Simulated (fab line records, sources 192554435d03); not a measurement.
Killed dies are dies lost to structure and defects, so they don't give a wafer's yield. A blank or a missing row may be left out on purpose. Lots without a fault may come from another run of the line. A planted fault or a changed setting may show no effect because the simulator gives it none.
fab line records | flow n5_finfet
record lots=5 wafers=15 last_day=17
route steps=1938 shown SD_EPI_P@298 BEOL_M4@1111
lots that met no fault: from a run of the same line without faults
start_h: hours from the record's first day to the start of the lot's first wafer shown | wait_h: hours since the lot's step before | " the same as in the row above | L1.1+2: a row that stands for several wafers | - no value, or no start given | * or withheld: withheld | < > ~ a bound
route shown NAME@n: a module of which the file shows steps, and the number in the route of the first | usual: mean/standard deviation of fault-free wafers | same: alike in all rows | chamber/n: place in a boat | sites: the reading at each site | _std_site: their standard deviation | _edge_site: outer sites' mean less inner sites' | radius_mm: how far each site lies from the wafer's centre | mask NAME#n: copy n | behind: the tool/chamber that last shaped the wafer | hold: why the lot was held/for how many hours/how that ended | device: the transistor (n, p or np) that didn't switch | end of line: the same wafers' tests at the end of the route | a step without rows: its recipe alone | killed: dies lost to structure and defects at the first sort, not the wafer's yield | map: a wafer's dies, x killed, . not, _ none there
set.NAME: the setting as run; set.NAME@STEP: as run at that earlier step | model.NAME: the simulator's own value behind a step, which no gauge read
lots at some steps of the route; a table a step, a row a wafer
services: from which hour (start_h, from the record's first day; less than 0 if before it) a tool's chamber was out of use, for how many hours, and why
## steps
# step N5_SD_EPI_P_EBR_05
# recipe solvent=PGMEA ebr_width_mm=1.5
# step N5_SD_EPI_P_SOFTBAKE_04
# recipe temp_c=110 time_s=60 resist=CAR-ArF-block
# step N5_SD_EPI_P_EXPOSE_06
# recipe mask_id=SD_P_BLK na=1.35 source_shape=conventional sigma_outer=0.8 polarization=unpolarized target_cd_nm=240 dose_mj=39.5
# step N5_SD_EPI_P_PEB_07
# recipe peb_temp_c=110 peb_time_s=60 resist=CAR-ArF-block
# step N5_SD_EPI_P_DEVELOP_08
# recipe develop_time_s=30 developer=TMAH resist=CAR-ArF-block dev_temp_c=23 rinse_liquid=diw dry=air_spin
# step N5_SD_EPI_P_CD_MEAS_09
# recipe target_cd_nm=240 landing_energy_ev=500 detector=se_inlens
# usual cd_nm=240.2/0.91
# columns lot.wafer tool chamber start_h wait_h cd_nm
L154.2 cd_sem-01 0 78.12 - 239.7
L154.4 " 0 " " 240.3
L154.6 " 0 " " 239.5
L160.1 cd_sem-02 0 119.03 - 238.9
L160.3 " 0 " " 239.9
L160.6 " 0 " " 241.7
L162.2 cd_sem-02 0 129.11 - 239.9
L162.5 " 0 " " 241.0
L162.6 " 0 " " 242.0
L164.1 cd_sem-02 0 137.83 - 239.9
L164.2 " 0 " " 241.3
L164.6 " 0 " " 240.4
L173.2 cd_sem-01 0 196.05 - 241.6
L173.4 " 0 " " 242.0
L173.5 " 0 " " 240.3
# step N5_SD_EPI_P_OVL_MEAS_10
# recipe points_per_wafer=44
# usual SD_P_BLK_OVL=0.2/0.85
# columns lot.wafer tool chamber start_h wait_h SD_P_BLK_OVL[nm]
L154.2 overlay-02 0 78.15 0.0 -2.2
L154.4 " 0 " " -1.6
L154.6 " 0 " " -0.7
L160.1 overlay-01 0 119.06 0.0 0.3
L160.3 " 0 " " -0.4
L160.6 " 0 " " -0.1
L162.2 overlay-02 0 129.14 0.0 1.6
L162.5 " 0 " " 1.9
L162.6 " 0 " " 0.4
L164.1 overlay-02 0 137.87 0.0 1.4
L164.2 " 0 " " -0.4
L164.6 " 0 " " -0.5
L173.2 overlay-01 0 196.08 0.0 -0.4
L173.4 " 0 " " -0.6
L173.5 " 0 " " 0.5
# step N5_SD_EPI_P_INSPECT_11
# recipe mode=adi inspect_instrument=macro
# usual raw_defect_count=2.1/1.5
# columns lot.wafer tool chamber start_h wait_h raw_defect_count
L154.2 defect_inspect-02 - 78.17 0.0 1
L154.4 " - " " 5
L154.6 " - " " 3
L160.1 defect_inspect-02 - 119.09 0.0 2
L160.3 " - " " 4
L160.6 " - " " 2
L162.2 defect_inspect-02 - 129.17 0.0 0
L162.5 " - " " 3
L162.6 " - " " 2
L164.1 defect_inspect-01 - 137.89 0.0 5
L164.2 " - " " 1
L164.6 " - " " 0
L173.2 defect_inspect-02 - 196.11 0.0 3
L173.4 " - " " 6
L173.5 " - " " 2
# step N5_SD_EPI_P_DESCUM_14
# recipe chemistry=O2 time_s=7.9 source_power_w=50 bias_power_w=20 pressure_mtorr=20 rf_frequency_hz=2.712e+07 temp_c=40 resist=CAR-ArF-block o2_flow_sccm=225
# usual drypump_motor_current_A=5.5/0.38 oes_product_au=0.79/0.086 rf_vpp_V=243.3/1.3 showerhead_plenum_p_Torr=2.11/0.067 throttle_valve_pct=20.52/0.22
# columns lot.wafer tool chamber start_h wait_h drypump_motor_current_A oes_product_au rf_hours_counter_h rf_vpp_V showerhead_plenum_p_Torr throttle_valve_pct
L154.2 rie_diel-04 2 78.39 0.2 5.7 0.74 135 243.6 2.02 20.39
L154.4 " 1 " " 5.0 0.71 197 241.6 2.07 20.62
L154.6 " 0 " " 5.7 0.90 - 242.2 2.08 20.49
L160.1 rie_diel-06 0 119.12 0.0 5.5 0.76 139 244.4 2.18 20.44
L160.3 " 1 " " 5.5 0.86 46 242.8 2.04 20.61
L160.6 " 1 " " 5.4 0.87 - 243.0 2.04 20.59
L162.2 rie_diel-02 1 129.20 0.0 6.0 0.72 186 243.8 2.11 20.73
L162.5 " 1 " " 6.0 0.73 - 243.2 2.11 20.76
L162.6 " 0 " " 4.8 0.69 - 243.2 2.08 20.81
L164.1 rie_diel-06 3 137.93 0.0 5.2 0.89 32 244.3 2.21 20.03
L164.2 " 1 " " 5.4 0.88 52 241.8 2.04 20.59
L164.6 " 2 " " 6.0 0.79 - 243.2 2.11 20.43
L173.2 rie_diel-02 0 196.14 0.0 4.8 0.69 238 244.2 2.08 20.82
L173.4 " 1 " " 5.9 0.72 - 242.4 2.10 20.78
L173.5 " 0 " " 4.8 0.68 - 244.0 2.08 20.84
# step N5_SD_EPI_P_ETCH_36
# recipe chemistry=CF4 target=SiARC target_depth_a=455 mask_material=CAR-ArF-block time_s=75.8 ion_energy_ev=80 pressure_mtorr=40 source_w=545 bias_w=36 Ar_flow_sccm=100 cf4_flow_sccm=100 ends=cleared
# usual drypump_motor_current_A=5.5/0.39 etch_rf_on_time_s=76.2/2.3 mfc_ar_sccm=99.97/0.28 oes_product_au=0.68/0.076 rf_vpp_V=184.1/1.1 showerhead_plenum_p_Torr=2.16/0.064 throttle_valve_pct=15.64/0.21
# columns lot.wafer tool chamber start_h wait_h drypump_motor_current_A etch_rf_on_time_s mfc_ar_sccm oes_product_au rf_hours_counter_h rf_vpp_V showerhead_plenum_p_Torr throttle_valve_pct
L154.2 rie_diel-04 2 78.42 0.0 5.7 78.2 100.07 0.63 135 184.0 2.06 15.59
L154.4 " 1 " " 5.0 81.1 99.81 0.59 197 184.3 2.11 15.78
L154.6 " 0 " " 5.6 78.7 99.92 0.77 - 182.9 2.12 15.44
L160.1 rie_diel-06 0 119.16 0.0 5.5 73.6 99.63 0.66 139 185.3 2.23 15.63
L160.3 " 1 " " 5.4 72.5 99.92 0.76 46 184.2 2.10 15.75
L160.6 " 1 " " 5.4 73.0 100.25 0.75 - 183.3 2.10 15.75
L162.2 rie_diel-02 1 129.25 0.0 6.0 76.5 99.81 0.61 186 184.3 2.13 15.79
L162.5 " 1 " " 6.0 75.8 100.21 0.62 - 184.3 2.13 15.78
L162.6 " 0 " " 4.8 78.2 99.66 0.60 - 183.1 2.14 16.00
L164.1 rie_diel-06 3 137.96 0.0 5.2 77.4 100.00 0.74 32 184.6 2.26 15.29
L164.2 " 1 " " 5.4 72.7 100.35 0.74 52 183.8 2.10 15.77
L164.6 " 2 " " 6.1 74.7 99.86 0.69 - 183.2 2.15 15.58
L173.2 rie_diel-02 0 196.18 0.0 4.8 78.2 100.03 0.59 238 183.6 2.14 16.02
L173.4 " 1 " " 6.0 76.3 99.59 0.61 - 183.6 2.13 15.83
L173.5 " 0 " " 4.8 78.6 99.66 0.58 - 184.0 2.14 16.03
# step N5_SD_EPI_P_ETCH_37
# recipe chemistry=N2/H2 target=SOC overetch_a=1080 mask_material=SiARC temp_c=40 ion_energy_ev=100 source_w=3000 bias_w=133 pressure_mtorr=20 time_s=486 n2_flow_sccm=200 h2_flow_sccm=200 ends=end_point
# usual drypump_motor_current_A=5.5/0.39 oes_product_au=0.71/0.075 rf_vpp_V=240.9/1.3 showerhead_plenum_p_Torr=2.55/0.094 throttle_valve_pct=23.90/0.29
# columns lot.wafer tool chamber start_h wait_h drypump_motor_current_A oes_product_au rf_hours_counter_h rf_vpp_V showerhead_plenum_p_Torr throttle_valve_pct
L154.2 rie_diel-04 2 78.48 0.0 5.7 0.67 135 238.3 2.43 23.41
L154.4 " 1 " " 5.0 0.64 197 242.1 2.52 23.98
L154.6 " 0 " " 5.6 0.82 - 241.0 2.49 23.92
L160.1 rie_diel-06 0 119.21 0.0 5.6 0.67 139 241.9 2.67 24.21
L160.3 " 1 " " 5.4 0.77 46 241.0 2.47 24.02
L160.6 " 1 " " 5.4 0.77 - 240.9 2.47 24.01
L162.2 rie_diel-02 1 129.34 0.1 6.0 0.65 186 242.2 2.50 23.79
L162.5 " 1 " " 6.0 0.65 - 240.7 2.50 23.77
L162.6 " 0 " " 4.8 0.63 - 240.2 2.53 24.42
L164.1 rie_diel-06 3 138.02 0.0 5.2 0.79 32 243.7 2.72 23.69
L164.2 " 1 " " 5.4 0.76 52 241.3 2.47 24.01
L164.6 " 2 " " 6.1 0.71 - 241.8 2.56 23.86
L173.2 rie_diel-02 0 196.23 0.0 4.8 0.62 238 240.1 2.52 24.43
L173.4 " 1 " " 6.0 0.63 - 240.7 2.49 23.79
L173.5 " 0 " " 4.7 0.62 - 242.6 2.52 24.46
# step N5_SD_EPI_P_STRIP_38
# recipe chemistry=N2/H2 temp_c=40 n2_flow_sccm=200 h2_flow_sccm=200 rf_frequency_hz=6e+07
# step N5_SD_EPI_P_ETCHBACK_46
# recipe chemistry=CH3F/O2 mode=anisotropic_etchback target=SiNx target_depth_a=175 stop_on=SiO2 over_etch_frac=0.3 ion_energy_ev=120 pressure_mtorr=30 source_w=395 bias_w=73 Ar_flow_sccm=150 CH3F_flow_sccm=30 O2_flow_sccm=20
# usual drypump_motor_current_A=5.5/0.38 mfc_ar_sccm=149.9/0.46 oes_f_703_au=0.78/0.088 oes_product_au=0.68/0.071 rf_vpp_V=304/8.6 showerhead_plenum_p_Torr=2.01/0.064 throttle_valve_pct=16.37/0.2
# columns lot.wafer tool chamber start_h wait_h drypump_motor_current_A mfc_ar_sccm oes_f_703_au oes_product_au rf_hours_counter_h rf_vpp_V showerhead_plenum_p_Torr throttle_valve_pct model.SiARC_of_SD_EPI_P_COAT_35.thk_nm
L154.2 rie_diel-04 2 78.81 0.0 5.7 150.1 0.75 0.65 135 295 1.92 16.29 15.8
L154.4 " 1 " " 5.0 150.7 0.68 0.62 197 313 1.98 16.58 16
L154.6 " 0 " " 5.6 150.4 0.87 0.78 - 308 1.98 16.19 15.6
L160.1 rie_diel-06 0 119.54 0.0 5.6 150.0 0.76 0.65 139 293 2.10 16.40 15
L160.3 " 1 " " 5.4 150.4 0.88 0.74 47 302 1.96 16.53 14.4
L160.6 " 1 " " 5.4 150.3 0.87 0.74 - 300 1.96 16.51 14.4
L162.2 rie_diel-02 1 129.82 0.0 5.9 149.8 0.67 0.62 186 318 1.98 16.45 15
L162.5 " 1 " " 5.9 150.6 0.68 0.61 - 319 1.98 16.43 14.8
L162.6 " 0 " " 4.8 149.3 0.70 0.60 - 303 2.00 16.76 16
L164.1 rie_diel-06 3 138.34 0.0 5.2 149.5 0.85 0.76 32 314 2.12 16.06 15.2
L164.2 " 1 " " 5.4 150.1 0.87 0.73 52 301 1.96 16.52 15.2
L164.6 " 2 " " 6.1 149.9 0.79 0.67 - 303 1.99 16.23 15
L173.2 rie_diel-02 0 196.56 0.0 4.8 149.9 0.69 0.59 239 304 1.99 16.80 15.6
L173.4 " 1 " " 6.0 149.5 0.66 0.61 - 318 1.98 16.50 14.8
L173.5 " 0 " " 4.7 149.6 0.69 0.60 - 303 1.99 16.80 15.4
# step N5_SD_EPI_P_ETCH_47
# recipe chemistry=CH3F/O2 target=SiOCN target_depth_a=250 mask_material=SOC ion_energy_ev=60 bias_w=29 pressure_mtorr=30 source_w=410 Ar_flow_sccm=150 CH3F_flow_sccm=30 O2_flow_sccm=20
# usual drypump_motor_current_A=5.5/0.38 mfc_ar_sccm=150.0/0.46 oes_f_703_au=0.78/0.088 oes_product_au=0.79/0.087 rf_vpp_V=130/3.6 showerhead_plenum_p_Torr=2.01/0.064 throttle_valve_pct=16.35/0.2
# columns lot.wafer tool chamber start_h wait_h drypump_motor_current_A mfc_ar_sccm oes_f_703_au oes_product_au rf_hours_counter_h rf_vpp_V showerhead_plenum_p_Torr throttle_valve_pct
L154.2 rie_diel-04 2 78.91 0.1 5.7 149.6 0.75 0.74 135 126 1.92 16.24
L154.4 " 1 " " 5.0 149.1 0.68 0.70 197 134 1.98 16.55
L154.6 " 0 " " 5.7 149.9 0.86 0.90 - 132 1.98 16.18
L160.1 rie_diel-06 0 119.64 0.1 5.6 149.5 0.76 0.75 139 127 2.10 16.39
L160.3 " 1 " " 5.4 149.4 0.88 0.88 47 129 1.96 16.48
L160.6 " 1 " " 5.4 149.5 0.87 0.88 - 129 1.96 16.48
L162.2 rie_diel-02 1 129.97 0.1 6.0 149.7 0.69 0.73 186 137 1.98 16.41
L162.5 " 1 " " 6.0 149.9 0.68 0.73 - 136 1.98 16.43
L162.6 " 0 " " 4.8 149.3 0.70 0.69 - 131 2.00 16.73
L164.1 rie_diel-06 3 138.44 0.1 5.2 150.5 0.85 0.88 32 135 2.12 16.03
L164.2 " 1 " " 5.4 150.2 0.87 0.87 52 129 1.96 16.51
L164.6 " 2 " " 6.0 149.0 0.78 0.79 - 129 1.99 16.20
L173.2 rie_diel-02 0 196.66 0.1 4.8 149.7 0.69 0.69 239 132 2.00 16.76
L173.4 " 1 " " 6.0 150.0 0.67 0.71 - 134 1.98 16.46
L173.5 " 0 " " 4.8 150.3 0.69 0.68 - 130 2.00 16.75
# step N5_BEOL_M4_RC_MEAS_101
# usual DIBL_N=37.5/2.5 DIBL_P=38/3.1 IOFF_N=0.19/0.059 IOFF_P=0.24/0.061 ION_N=679/16 ION_P=465/9.8 SS_N=72.0/0.8 SS_P=73.7/0.86 VT_N=248/4.5 VT_P=-249/3.5
# columns lot.wafer tool chamber start_h wait_h DIBL_N[mV/V] DIBL_P[mV/V] IOFF_N[nA/um] IOFF_P[nA/um] ION_N[uA/um] ION_P[uA/um] SS_N[mV/dec] SS_P[mV/dec] VT_N[mV] VT_P[mV]
L154.2 prober-02 0 188.73 0.2 38.9 40 0.23 0.30 696 482 72.1 75.0 243 -243
L154.4 " 0 " " 41.6 43 0.28 0.39 689 470 72.6 75.5 242 -244
L154.6 " 0 " " 37.1 36 0.17 0.23 676 466 71.8 73.8 247 -248
L160.1 prober-01 0 251.41 0.0 34.7 36 0.16 0.24 683 473 71.0 73.0 247 -246
L160.3 " 0 " " 38.7 41 0.25 0.35 710 487 72.4 74.7 241 -242
L160.6 " 0 " " 34.1 35 0.15 0.22 683 476 71.6 73.2 248 -249
L162.2 prober-02 0 253.39 0.2 37.7 38 0.20 0.22 663 450 71.7 73.8 244 -250
L162.5 " 0 " " 35.4 35 0.16 0.18 665 454 72.1 73.3 249 -255
L162.6 " 0 " " 36.9 36 0.17 0.19 658 445 71.6 73.3 250 -253
L164.1 prober-02 0 258.90 0.0 35.8 33 0.14 0.19 671 466 72.7 72.6 249 -251
L164.2 " 0 " " 40.6 40 0.23 0.29 673 458 72.9 74.5 246 -248
L164.6 " 0 " " 39.1 37 0.20 0.23 669 459 74.1 73.6 253 -251
L173.2 prober-02 0 317.28 0.2 30.9 31 0.10 0.14 652 455 71.1 71.5 255 -251
L173.4 " 0 " " 37.6 40 0.22 0.30 704 479 72.7 73.4 244 -245
L173.5 " 0 " " 32.4 35 0.13 0.20 667 470 71.5 73.3 251 -252
## services
# columns tool chamber start_h hours kind
rie_diel-02 3 98.29 13.9 repair
rie_diel-02 - 99.37 0.4 repair
rie_diel-02 2 112.20 - clean
rie_diel-02 2 112.20 - consumable_replace:focus_ring
rie_diel-02 2 112.20 20.4 scheduled_down
rie_diel-02 2 112.20 20.4 vent_cycle
rie_diel-04 - 115.63 0.3 repair
rie_diel-06 3 176.37 19.3 repair
## key
first_sign none at tools or gauges
model_effect step=N5_SD_EPI_P_ETCHBACK_46 value=SiARC_of_SD_EPI_P_COAT_35.thk_nm without=14.4 struck=15.2
met_at N5_SD_EPI_P_ETCHBACK_46
struck_wafers L164.2
sort_left_out L164.2
onset_between 119.54 138.34
fault kind=process_parameter_drift tool=rie_diel-06 chamber=- onset_h=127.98 steps=N5_SD_EPI_P_ETCHBACK_46 channel=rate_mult offset=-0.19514 shape=step end_h=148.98 scope=struck_wafers_only
# sort_left_out: the simulated sort isn't trusted on such a fault, so these wafers' sort isn't shown, and their yield isn't known
